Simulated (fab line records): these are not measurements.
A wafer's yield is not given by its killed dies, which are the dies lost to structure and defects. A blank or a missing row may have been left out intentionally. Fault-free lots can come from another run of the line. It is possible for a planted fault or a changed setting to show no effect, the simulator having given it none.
fab line records	flow nand-harc
record lots=12	wafers=36	last-day=33
route steps=1302 shown A_M0@1150 A_M1@1176 END@1302
lots with no fault: from the same line, run without faults
start-h: the number of hours between the record's first day and the start of the first shown wafer of the lot	wait-h: hours since the lot's step before	" as in the row above	L1.1+2: several wafers, shown together as one row	- either no value or no given start	* or withheld: withheld	< > ~ a bound
route shown NAME@n: NAME is a module with steps in the file, n the number in the route of the first one	usual: mean and standard deviation over wafers with no fault	same: alike in all rows	chamber/n: place in a boat	sites: readings site by site	_std_site: standard deviation of those values	_edge_site: the outer-site mean with the inner-site mean subtracted	radius-mm: how far each site lies from the wafer's centre	mask NAME#n: copy n	behind: the tool/chamber that last shaped the wafer	hold: the reason the lot was held/the length of the hold in hours/how it ended	device: transistor that didn't switch, given as n, p or np	end of line: tests run on the same wafers once the route is complete	for a step that has no rows: nothing shown but its recipe	killed: not the wafer's yield, but the dies lost to structure and defects at the first sort	map: the dies of a wafer, with x for killed, . for not killed, _ for no die there
set.NAME: the setting the step ran with; set.NAME@STEP: the setting that earlier step ran with	model.NAME: the simulator's own value behind a step, which no gauge read
the route's steps for a sample of lots (tables are steps, rows are wafers)
services: from which hour (start-h, from the record's first day; less than 0 if before it) a tool's chamber was out of use, for how many hours, and why
## steps
# step NHARC_A_M0_DESCUM_14
# recipe time-s=3	o2-flow-sccm=200	ar-flow-sccm=0	bias-power-w=0	chemistry=O2
# usual drypump-motor-current-A=5.3/0.38	oes-product-au=0.998/0.011	rf-vpp-V=57.7/0.97	showerhead-plenum-p-Torr=1.92/0.1	throttle-valve-pct=11.311/0.0092
lot.wafer	tool	chamber	start-h	wait-h	drypump-motor-current-A	oes-product-au	rf-hours-counter-h	rf-vpp-V	showerhead-plenum-p-Torr	throttle-valve-pct
L797.1	rie-diel-07	2	512.22	0.1	5.8	1.005	1.1	57.4	2.02	11.314
L797.3	"	3	"	"	5.3	0.988	0.9	59.3	2.05	11.303
L797.4	"	0	"	"	5.4	0.982	0.9	57.0	1.81	11.308
L798.1	rie-diel-01	0	540.55	0.1	5.4	0.991	8.1	57.5	1.94	11.328
L798.3	"	1	"	"	4.9	1.010	9.3	58.4	2.00	11.304
L798.5	"	2	"	"	5.8	1.009	-	57.6	1.80	11.315
L800.2	rie-diel-01	0	541.41	0.1	5.4	0.987	8.2	59.2	1.93	11.320
L800.1	"	1	"	"	4.8	1.004	9.4	59.0	2.00	11.299
L800.3	"	2	"	"	5.8	1.005	8.7	57.3	1.80	11.302
L799.4	rie-diel-07	3	547.72	0.1	5.3	0.976	3.5	58.7	2.05	11.301
L799.2	"	1	"	"	5.1	1.012	3.1	56.7	1.82	11.330
L799.5	"	2	"	"	5.9	1.008	-	56.5	2.02	11.296
L801.4	rie-diel-08	3	560.88	0.1	4.9	0.989	0.1	58.2	1.96	11.314
L801.5	"	2	"	"	5.4	1.006	-	57.9	1.96	11.312
L801.6	"	3	"	"	4.9	0.993	-	56.8	1.96	11.330
L802.1	rie-diel-07	3	579.37	0.1	5.3	0.981	5.1	59.4	2.05	11.319
L802.4	"	0	"	"	5.4	0.990	-	59.7	1.81	11.293
L802.6	"	1	"	"	5.1	1.017	-	58.2	1.82	11.317
L812.1	rie-diel-08	2	672.27	0.1	5.4	1.006	7.8	58.9	1.96	11.296
L812.2	"	3	"	"	4.8	1.001	7.3	58.6	1.96	11.304
L812.6	"	0	"	"	5.9	1.028	-	57.6	1.78	11.296
L811.3	rie-diel-08	3	673.47	0.1	4.8	0.997	7.4	58.1	1.96	11.296
L811.4	"	0	"	"	5.8	1.025	7.7	57.6	1.78	11.324
L811.1	"	1	"	"	4.8	0.993	7.0	57.6	1.80	11.324
L813.4	rie-diel-08	2	679.76	0.1	5.4	1.001	8.0	58.4	1.96	11.307
L813.2	"	0	"	"	5.9	1.010	7.9	57.7	1.78	11.309
L813.5	"	3	"	"	4.9	0.993	-	58.9	1.96	11.293
L814.4	rie-diel-01	2	684.07	0.1	5.8	1.001	6.0	57.2	1.80	11.310
L814.3	"	3	"	"	4.8	0.994	5.6	59.0	2.06	11.325
L814.1	"	1	"	"	4.9	0.996	5.7	58.3	2.00	11.298
L817.3	rie-diel-07	2	729.46	0.1	5.9	0.994	3.7	57.4	2.01	11.330
L817.4	"	3	"	"	5.3	1.001	4.7	58.0	2.05	11.303
L817.5	"	1	"	"	5.1	1.014	-	56.9	1.82	11.309
L819.1	rie-diel-07	3	757.59	0.1	5.3	0.986	5.7	58.6	2.05	11.305
L819.3	"	0	"	"	5.4	0.996	6.2	57.0	1.80	11.319
L819.6	"	1	"	"	5.1	1.002	-	57.8	1.82	11.310
# step NHARC_A_M0_ETCH_15
# recipe target-depth-a=1500	overetch-a=150	time-s=82.5	c4f8-flow-sccm=withheld	ar-flow-sccm=400	rf-w=600	bias-w=300	chemistry=C4F8/Ar
# usual bias-w=300.0/0.93	oes-product-au=0.951/0.023	rf-vpp-V=441/3.1
lot.wafer	tool	chamber	start-h	wait-h	bias-w	oes-product-au	rf-hours-counter-h	rf-vpp-V
L797.4	rie-diel-07	0	-	-	299.9	0.944	0.9	437
L797.1	"	1	"	"	300.5	0.960	1.1	438
L797.3	"	2	"	"	301.5	0.941	1.1	445
L798.1	rie-diel-01	2	-	-	300.0	0.959	8.6	436
L798.3	"	3	"	"	298.9	0.953	9.5	445
L798.5	"	1	"	"	299.2	0.970	-	443
L800.2	rie-diel-01	1	-	-	299.0	0.940	9.4	443
L800.1	"	3	"	"	302.0	0.930	9.6	445
L800.3	"	0	"	"	300.2	0.918	8.2	441
L799.2	rie-diel-07	3	-	-	298.5	0.911	3.5	446
L799.4	"	1	"	"	298.4	0.940	3.1	438
L799.5	"	3	"	"	300.0	0.909	-	445
L801.4	rie-diel-08	2	-	-	301.2	0.964	0.1	444
L801.6	"	2	"	"	299.7	0.960	-	444
L801.5	"	3	"	"	299.1	0.955	-	442
L802.1	rie-diel-07	1	-	-	301.1	0.933	4.2	438
L802.6	"	0	"	"	300.7	0.902	-	437
L802.4	"	1	"	"	301.0	0.941	-	438
L812.1	rie-diel-08	1	-	-	299.7	0.944	7.0	438
L812.2	"	3	"	"	298.4	0.969	7.4	443
L812.6	"	2	"	"	300.0	0.975	-	441
L811.4	rie-diel-08	3	-	-	299.8	0.943	7.4	443
L811.3	"	0	"	"	300.5	0.987	7.7	437
L811.1	"	1	"	"	300.2	0.960	7.0	438
L813.2	rie-diel-08	1	-	-	299.2	0.913	7.3	437
L813.4	"	2	"	"	300.0	0.933	8.0	442
L813.5	"	3	"	"	300.9	0.914	-	442
L814.3	rie-diel-01	1	-	-	299.6	0.929	5.8	444
L814.4	"	2	"	"	300.1	0.930	6.0	437
L814.1	"	3	"	"	298.9	0.916	5.6	444
L817.4	rie-diel-07	0	-	-	299.7	0.944	5.1	438
L817.3	"	3	"	"	301.4	0.974	4.7	445
L817.5	"	1	"	"	299.5	0.987	-	440
L819.3	rie-diel-07	1	-	-	300.5	0.942	5.1	438
L819.1	"	2	"	"	300.4	0.930	4.0	445
L819.6	"	1	"	"	300.5	0.938	-	438
# step NHARC_A_M0_PVD_20
# recipe target-thk-a=50	bias-v=168.6	power-w=15000	chamber-pressure-pa=0.12	time-s=8.06	substrate-temp-c=50	material=TaN
# usual cathode-dc-power-W=15000/2.6	substrate-temp-c=50.00/0.11	throttle-valve-pct=29.7/0.98
lot.wafer	tool	chamber	start-h	wait-h	cathode-dc-power-W	substrate-temp-c	throttle-valve-pct
L797.3	pvd-sputter-02	-	-	-	15000	49.76	30.9
L797.1	"	-	"	"	14997	50.06	31.4
L797.4	"	-	"	"	15003	49.80	29.2
L798.1	pvd-sputter-02	-	-	-	14999	49.98	31.4
L798.3	"	-	"	"	15000	49.83	28.1
L798.5	"	-	"	"	15000	50.05	31.1
L800.1	pvd-sputter-02	-	-	-	14996	50.09	31.4
L800.2	"	-	"	"	15005	49.96	28.1
L800.3	"	-	"	"	15001	50.11	30.9
L799.4	pvd-sputter-01	-	-	-	15001	49.81	29.5
L799.2	"	-	"	"	14998	49.83	30.9
L799.5	"	-	"	"	15000	49.93	31.2
L801.4	pvd-sputter-03	-	-	-	15000	50.03	29.1
L801.5	"	-	"	"	14999	49.93	29.0
L801.6	"	-	"	"	15003	49.92	28.9
L802.4	pvd-sputter-03	-	-	-	14999	50.10	29.1
L802.1	"	-	"	"	15001	49.89	28.8
L802.6	"	-	"	"	15002	50.02	29.2
L812.1	pvd-sputter-03	-	-	-	15002	50.06	29.7
L812.2	"	-	"	"	14998	50.05	29.3
L812.6	"	-	"	"	15000	50.10	29.0
L811.4	pvd-sputter-01	-	-	-	14997	49.75	31.9
L811.3	"	-	"	"	15002	50.11	29.2
L811.1	"	-	"	"	14999	49.95	29.7
L813.4	pvd-sputter-02	-	-	-	15002	49.94	29.9
L813.2	"	-	"	"	15001	49.95	31.1
L813.5	"	-	"	"	14998	49.96	28.2
L814.3	pvd-sputter-01	-	-	-	14998	50.24	28.8
L814.1	"	-	"	"	14996	49.88	31.8
L814.4	"	-	"	"	15003	49.76	29.0
L817.3	pvd-sputter-01	-	-	-	14999	50.00	29.2
L817.4	"	-	"	"	15000	50.10	29.0
L817.5	"	-	"	"	15002	50.07	29.2
L819.1	pvd-sputter-03	-	-	-	14996	50.09	29.6
L819.3	"	-	"	"	15002	49.96	29.7
L819.6	"	-	"	"	14998	49.95	29.9
# step NHARC_A_M1_EXPOSE_06
# recipe na=1.35	target-cd-nm=120	dose-mj=75.13	mask-id=A_M1
# usual exposure-dose-mJ-cm2=75.09/0.067
lot.wafer	tool	chamber	start-h	wait-h	mask	exposure-dose-mJ-cm2
L797.1	arfi-scanner-01	0	515.97	-	A_M1#0	75.22
L797.3	"	0	"	"	A_M1#0	75.11
L797.4	"	0	"	"	A_M1#0	75.15
L798.1	arfi-scanner-02	0	544.14	-	A_M1#0	75.03
L798.3	"	0	"	"	A_M1#0	75.05
L798.5	"	0	"	"	A_M1#0	75.07
L800.1	arfi-scanner-01	0	545.13	-	A_M1#0	75.15
L800.2	"	0	"	"	A_M1#0	75.11
L800.3	"	0	"	"	A_M1#0	75.07
L799.2	arfi-scanner-01	0	551.51	-	A_M1#0	75.11
L799.4	"	0	"	"	A_M1#0	75.18
L799.5	"	0	"	"	A_M1#0	75.08
L801.4	arfi-scanner-03	0	564.75	-	A_M1#0	75.08
L801.5	"	0	"	"	A_M1#0	74.95
L801.6	"	0	"	"	A_M1#0	74.98
L802.1	arfi-scanner-01	0	583.16	-	A_M1#0	75.06
L802.4	"	0	"	"	A_M1#0	75.07
L802.6	"	0	"	"	A_M1#0	75.09
L812.1	arfi-scanner-03	0	675.86	-	A_M1#0	75.18
L812.2	"	0	"	"	A_M1#0	75.16
L812.6	"	0	"	"	A_M1#0	75.09
L811.1	arfi-scanner-01	0	677.21	-	A_M1#0	57.05
L811.3	"	0	"	"	A_M1#0	57.03
L811.4	"	0	"	"	A_M1#0	57.09
L813.2	arfi-scanner-01	0	683.35	-	A_M1#0	60.62
L813.4	"	0	"	"	A_M1#0	60.66
L813.5	"	0	"	"	A_M1#0	60.63
L814.1	arfi-scanner-01	0	687.77	-	A_M1#0	63.62
L814.3	"	0	"	"	A_M1#0	63.68
L814.4	"	0	"	"	A_M1#0	63.58
L817.3	arfi-scanner-02	0	733.61	-	A_M1#0	75.17
L817.4	"	0	"	"	A_M1#0	75.15
L817.5	"	0	"	"	A_M1#0	75.13
L819.1	arfi-scanner-02	0	761.44	-	A_M1#0	75.07
L819.3	"	0	"	"	A_M1#0	75.04
L819.6	"	0	"	"	A_M1#0	75.03
# step NHARC_A_M1_CD_MEAS_09
# recipe target-cd-nm=120	landing-energy-ev=500
# usual cd-nm=119.8/0.56
lot.wafer	tool	chamber	start-h	wait-h	cd-nm
L797.1	cd-sem-01	0	516.11	-	118.8
L797.3	"	0	"	"	120.0
L797.4	"	0	"	"	119.5
L798.1	cd-sem-01	0	544.28	-	119.0
L798.3	"	0	"	"	119.2
L798.5	"	0	"	"	119.7
L800.1	cd-sem-02	0	545.27	-	119.8
L800.2	"	0	"	"	119.6
L800.3	"	0	"	"	119.6
L799.2	cd-sem-03	0	551.64	-	118.9
L799.4	"	0	"	"	119.4
L799.5	"	0	"	"	119.7
L801.4	cd-sem-01	0	564.89	-	120.6
L801.5	"	0	"	"	120.5
L801.6	"	0	"	"	120.0
L802.1	cd-sem-03	0	583.30	-	119.7
L802.4	"	0	"	"	119.9
L802.6	"	0	"	"	119.3
L812.1	cd-sem-02	0	676.00	-	120.5
L812.2	"	0	"	"	119.5
L812.6	"	0	"	"	120.6
L811.1	cd-sem-01	0	677.34	-	104.0
L811.3	"	0	"	"	103.6
L811.4	"	0	"	"	104.3
L813.2	cd-sem-01	0	683.48	-	106.2
L813.4	"	0	"	"	106.6
L813.5	"	0	"	"	106.8
L814.1	cd-sem-02	0	687.91	-	109.8
L814.3	"	0	"	"	109.1
L814.4	"	0	"	"	109.4
L817.3	cd-sem-02	0	733.74	-	120.1
L817.4	"	0	"	"	119.8
L817.5	"	0	"	"	119.6
L819.1	cd-sem-02	0	761.59	-	119.7
L819.3	"	0	"	"	119.2
L819.6	"	0	"	"	120.1
# step NHARC_END_SORT_01
# recipe temp-c=25
# usual defect-limited-yield=91.4/2.5	killed-at-array=54/17	killed-at-other=1.0/1.4	killed-at-periphery=3.6/2.1	killed-dies=58/17	killed-open=3.2/2	killed-short=2.5/1.5
# same gross-dies=677
lot.wafer	tool	chamber	start-h	wait-h	defect-limited-yield[%]	killed-at-array	killed-at-other	killed-at-periphery	killed-dies	killed-open	killed-short
L814.1	prober-02	0	722.15	2.5	88.5	70	0	8	78	0	5
L814.3	prober-02	0	723.73	3.1	89.8	67	0	2	69	1	0
L814.4	prober-02	0	724.52	3.4	88.6	74	2	1	77	3	2
L813.2	prober-01	0	723.03	2.8	91.0	51	0	10	61	3	2
L813.4	prober-01	0	724.65	3.5	89.5	64	1	6	71	2	6
L813.5	prober-01	0	725.47	3.8	93.2	40	1	5	46	2	6
# killed by level:class
L814.1 A_SLIT:chamber-film-flake=24 A_CHANNEL_HOLE_D2:chamber-film-flake=18 A_CHANNEL_HOLE_D1:chamber-film-flake=14 A_STAIRCASE:chamber-film-flake=5 P_STI:chamber-film-flake=4 A_CHANNEL_FILL_D1:chamber-film-flake=4 P_GATE:chamber-film-flake=2 A_M1:area-expose=2
L813.2 A_M1:area-expose=19 A_CHANNEL_HOLE_D1:chamber-film-flake=13 A_SLIT:chamber-film-flake=7 P_M1:chamber-film-flake=5 A_CONTACT:chamber-film-flake=4 P_GATE:chamber-film-flake=2 A_STAIRCASE:chamber-film-flake=2 P_M0:geometric-particle:short=1
L814.3 A_CHANNEL_HOLE_D2:chamber-film-flake=23 A_SLIT:chamber-film-flake=20 A_CHANNEL_HOLE_D1:chamber-film-flake=10 A_STAIRCASE:chamber-film-flake=4 A_CONTACT:chamber-film-flake=4 A_M1:area-expose=3 A_CHANNEL_FILL_D1:chamber-film-flake=2 A_BLC:geometric-particle:open=1
L814.4 A_SLIT:chamber-film-flake=34 A_CHANNEL_HOLE_D2:chamber-film-flake=20 A_CHANNEL_HOLE_D1:chamber-film-flake=6 A_CHANNEL_FILL_D1:chamber-film-flake=3 A_STAIRCASE:chamber-film-flake=3 A_WL_FILL:geometric-particle:open=2 A_M1:area-expose=2 A_CHANNEL_FILL_D1:geometric-particle:short=1
L813.4 A_CHANNEL_HOLE_D1:chamber-film-flake=32 A_M1:area-expose=16 P_M1:chamber-film-flake=4 A_WL_FILL:geometric-particle:short=3 A_BLC:chamber-film-flake=3 P_GATE:chamber-film-flake=2 A_CONTACT:chamber-film-flake=2 A_ONON_D1:geometric-particle:short=1
L813.5 A_CHANNEL_HOLE_D1:chamber-film-flake=14 A_M1:area-expose=7 A_CONTACT:chamber-film-flake=6 A_SLIT:chamber-film-flake=4 P_M1:chamber-film-flake=3 A_WL_FILL:geometric-particle:short=2 P_M0:geometric-particle:open=1 A_SOURCE_PLATE:geometric-particle:short=1
## services
tool	chamber	start-h	hours	kind
rie-diel-08	-	544.80	9.0	pm
rie-diel-01	-	557.86	9.0	pm
rie-diel-01	3	569.20	2.0	repair
rie-diel-07	3	572.90	4.0	repair
rie-diel-07	2	576.38	15.5	repair
rie-diel-07	-	577.17	0.2	repair
rie-diel-08	2	577.49	1.3	repair
arfi-scanner-01	-	584.78	2.2	repair
rie-diel-08	-	595.46	0.6	repair
arfi-scanner-01	-	596.00	4.0	pm
rie-diel-01	1	606.37	2.9	repair
rie-diel-01	0	621.37	1.2	repair
rie-diel-08	1	644.75	12.6	repair
rie-diel-07	-	648.20	9.0	pm
arfi-scanner-01	-	657.84	1.0	repair
rie-diel-08	-	689.97	1.0	repair
rie-diel-01	1	692.13	35.2	repair
rie-diel-01	2	694.17	5.2	repair
rie-diel-07	3	697.72	10.0	repair
rie-diel-08	-	721.80	9.0	pm
rie-diel-01	1	730.52	12.7	repair
rie-diel-07	2	732.21	11.1	repair
rie-diel-01	-	734.86	9.0	pm
rie-diel-01	-	760.83	0.3	repair
## key
first-sign step=NHARC_A_M1_EXPOSE_06	reading=exposure-dose-mJ-cm2	direction=down	sigmas=99+	usual=75.09	struck=60.44
effect step=NHARC_A_M1_CD_MEAS_09	reading=cd-nm	direction=down	sigmas=24	usual=119.8	struck=106.6	through=control-loop
met-at NHARC_A_M1_EXPOSE_06
struck-lots L811,L813,L814
sort-left-out L811.1,L811.3,L811.4
loop-trim step=NHARC_A_M1_EXPOSE_06	setting=dose	lots=L813,L814
not-acting-at NHARC_A_M0_DESCUM_14,NHARC_A_M0_ETCH_15,NHARC_A_M0_PVD_20
onset-between 583.16 677.21
fault kind=process-parameter-drift	tool=arfi-scanner-01	chamber=-	onset-h=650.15	steps=NHARC_A_M1_EXPOSE_06	channel=dose-mj	offset=-18.052	shape=step	acts-in=these-recipes-only	stated=75.13
# sort-left-out: the simulated sort isn't trusted on such a fault, so these wafers' sort isn't shown, and their yield isn't known
# loop-trim: a control loop set the setting to another value than it would have without faults
